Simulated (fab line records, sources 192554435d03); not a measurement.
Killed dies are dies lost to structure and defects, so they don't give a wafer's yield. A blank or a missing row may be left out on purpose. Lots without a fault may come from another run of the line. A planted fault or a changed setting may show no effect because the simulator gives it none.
Which tool did it? | flow n5_finfet | 12 lots, 36 wafers sampled, at 2 steps of a route of 1938

WHAT THE GAUGES READ, wafer by wafer
N5_FIN_SAQP_INSPECT_40: inspects for defects (brightfield).
lot  | measured    | on                | raw_defect_count
L075 | day 2 10:23 | defect_inspect-02 | 463 646 386
L077 | day 2 22:04 | defect_inspect-01 | 343 361 265
L079 | day 3 10:00 | defect_inspect-01 | 303 231 264
L081 | day 3 21:25 | defect_inspect-01 | 236 287 323
L083 | day 4 09:01 | defect_inspect-01 | 277 201 209
L085 | day 4 21:53 | defect_inspect-01 | 253 251 246
L087 | day 5 10:51 | defect_inspect-02 | 217 177 149
L089 | day 5 22:08 | defect_inspect-02 | 234 165 141
L091 | day 6 08:23 | defect_inspect-01 | 300 186 177
L093 | day 6 20:41 | defect_inspect-01 | 522 339 273
L095 | day 7 09:19 | defect_inspect-02 | 153 135 97
L097 | day 7 19:49 | defect_inspect-02 | 248 288 234

WHICH TOOL RAN EACH LOT (tool, then ch and the chambers of the sampled wafers, then the start)
lot  | N5_FIN_SAQP_PECVD_48
L075 | pecvd-01 ch 0,1,2, day 2 04:49
L077 | pecvd-01 ch 0,1,2, day 2 16:55
L079 | pecvd-02 ch 0,1,2, day 3 04:06
L081 | pecvd-03 ch 0,2, day 3 15:32
L083 | pecvd-01 ch 0,1,2, day 4 03:55
L085 | pecvd-01 ch 0,2, day 4 15:28
L087 | pecvd-03 ch 1,2, day 5 04:49
L089 | pecvd-03 ch 0,1, day 5 15:40
L091 | pecvd-01 ch 1,2, day 6 03:06
L093 | pecvd-01 ch 0,2, day 6 15:11
L095 | pecvd-02 ch 0,2, day 7 03:17
L097 | pecvd-01 ch 1,2, day 7 14:52
- N5_FIN_SAQP_PECVD_48: deposits SiNx from SiH4/NH3/N2, target thk 25 nm, time 22.1 s.

THE ANSWER, worked out from the rows above alone
Rule: what is usual is taken from the lots themselves. Put in order of their means at a reading, lots are off if they are a third of the lots or fewer, leave a main group of 4 or more, and stand apart from it by a gap of 3 or more times the standard deviation of the main group's means; of several such gaps the widest counts. A main group whose means are all the same, to the digits that the tables above print for the reading, isn't used. A lot without any number at a reading at which 4 lots or more have one is off too. The other lots that the step has rows for count as sound.
No lot is off at any reading shown: from this, nothing can be told.

WHAT THE SIMULATOR HAD PUT IN
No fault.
